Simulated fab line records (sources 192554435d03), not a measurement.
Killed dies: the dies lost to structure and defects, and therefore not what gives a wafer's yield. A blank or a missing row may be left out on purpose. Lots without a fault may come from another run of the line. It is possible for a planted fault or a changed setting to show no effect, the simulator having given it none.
Struck lot and sound lot, side by side	flow n5 finfet	36 out of 1938 route steps
Sound: these wafers, L502.3, L502.5, L502.6. Wafers L499.3, L499.4, L499.5 were the ones struck. The cause is named last.
For every step that has rows: the tool of each side, followed by ch and its chambers, followed by its first start. Under that, the readings that differ: sound wafers	struck wafers	difference of the means	sigmas: that difference in standard deviations of wafers without a fault.
alike: same words and numbers on both sides, and readings whose means sit less than 2 such deviations apart. not compared: any withheld reading, any reading some wafer has no value for, any bound like >300 that may hide the same value, and any number with overlapping values for which the record gives no deviation.
Wherever a step has rows on one side only, a row that says differs or no value, or a row with sigmas, the two part there. Non-overlapping numbers with no deviation appear without sigmas and do not part them. A reading missing from all wafers of one side parts the sides only when that side holds two or more wafers.

first, 9 steps without rows for these wafers: N5_BEOL_M4_ANNEAL_95 (time 240 s); N5_BEOL_M4_SPUTTER_96 (material Cu, target thk 4.5 nm, time 8.29 s); N5_BEOL_M4_ECD_50 (material Cu, target thk 300 nm); N5_BEOL_M4_ANNEAL_51 (time 90 s); N5_BEOL_M4_CMP_52 (polishes, stops on SiOC, t overpolish 6.8 s, target thk 40 nm); N5_BEOL_M4_PRE_CLEAN_60 (time 15 s); N5_BEOL_M4_CO_CAP_55 (material Co, precursor CCTBA/H2, target thk 2 nm, time 102.1 s); N5_BEOL_M4_PRE_CLEAN_56 (time 15 s); N5_BEOL_M4_DEP_57 (deposits SiCN from 3MS/NH3, target thk 8 nm, time 14 s).
N5_BEOL_M4_RC_MEAS_101:
  sound on prober-01 ch 0, day 16 01:50; struck on prober-02 ch 0, day 14 10:44
  alike: DIBL_N, DIBL_P, IOFF_N, IOFF_P, ION_N, ION_P, SS_N, SS_P, VT_N, VT_P
then, 24 steps without rows for these wafers: N5_BEOL_M5_ILD_DEP_00 (deposits SiCOH lowk from DEMS/porogen, target thk 140.64 nm, time 25.9 s); N5_BEOL_M5_CURE_79 (cures SiCOH lowk, time 240 s); N5_BEOL_M5_PECVD_70 (deposits SiO2 from TEOS/O2, target thk 16 nm, time 18 s); N5_BEOL_M5_HM_DEP_02 (deposits TiN, target thk 20 nm); N5_BEOL_M5_COAT_59 (time 60 s, resist thk 60 nm); N5_BEOL_M5_COAT_60 (time 60 s, resist thk 12 nm); N5_BEOL_M5_COAT_71 (time 60 s, resist thk 5 nm); N5_BEOL_M5_COAT_05 (resist thk 30 nm); N5_BEOL_M5_EBR_07; N5_BEOL_M5_SOFTBAKE_06 (time 60 s); N5_BEOL_M5_EXPOSE_08 (exposes mask M5, target cd 28 nm); N5_BEOL_M5_PEB_09 (peb time 60 s); N5_BEOL_M5_DEVELOP_10 (develop time 30 s); N5_BEOL_M5_DESCUM_16 (chemistry O2, time 7 s); N5_BEOL_M5_ETCH_72 (etches underlayer in N2/H2, target depth 6.5 nm, time 5.2 s); N5_BEOL_M5_ETCH_61 (etches SiARC in CF4, target depth 15.6 nm, time 26 s); N5_BEOL_M5_ETCH_62 (etches SOC in N2/H2, target depth 75 nm, overetch 15 nm, time 112.5 s); N5_BEOL_M5_STRIP_63 (strips in N2/H2); N5_BEOL_M5_STRIP_73 (strips in N2/H2); N5_BEOL_M5_STRIP_64 (strips in CF4); N5_BEOL_M5_HM_OPEN_17 (chemistry Cl2/BCl3, target TiN, target depth 20 nm, overetch 6 nm); N5_BEOL_M5_STRIP_19 (strips in O2); N5_BEOL_M5_COAT_65 (time 60 s, resist thk 60 nm); N5_BEOL_M5_COAT_66 (time 60 s, resist thk 12 nm).
N5_BEOL_M7_PECVD_70: deposits SiO2 from TEOS/O2, target thk 20 nm, time 22.7 s.
  sound on pecvd-04 ch 0,1,2, day 17 01:46; struck on pecvd-02 ch 0,2, day 15 08:02
  no value came back on the struck wafers for any of 7 readings (chamber pressure Torr (Torr), heater power outer w (W) and others); on the sound wafers chamber pressure Torr (Torr) reads 5.517 5.489 5.488
-- here the record skips 3 days between the struck wafers' starts before and after, leaving off in module BEOL_M7 and picking up in module PASSIVATION (first step shown: number 1936 of the route) --
N5_PASSIVATION_PROBE_49:
  sound on prober-02 at day 20 19:24; struck on prober-02 at day 18 16:32
reading	sound	struck	difference	sigmas
defect limited yield (%)	89.2 91.8 91.3	64.1 62.1 64.1	-27.3	-20
killed_at_M4_up	6 10 12	337 329 339	+326	+59
killed dies	127 97 103	424 447 424	+323	+19
killed on rim	14 17 14	119 110 118	+101	+23
sort_bin_5_function (%)	6.4 4.6 5.0	31.5 34.1 32.2	+27.3	+28
sort n pass	1053 1083 1077	756 733 756	-323	-19
sort yield pct (%)	89.2 91.8 91.3	64.1 62.1 64.1	-27.3	-20
  alike: killed_at_M0_to_M3, killed at contacts, killed at front end, killed at other, killed open, killed short, sort_bin_4_leakage, sort_bin_6_memory

WHERE THEY PART
Earliest at N5_BEOL_M7_PECVD_70; latest, in this record, at N5_PASSIVATION_PROBE_49.

WHY: the cause the simulator had injected
Entire step skipped (pecvd-02, N5_BEOL_M7_PECVD_70), from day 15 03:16 onward. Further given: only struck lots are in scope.
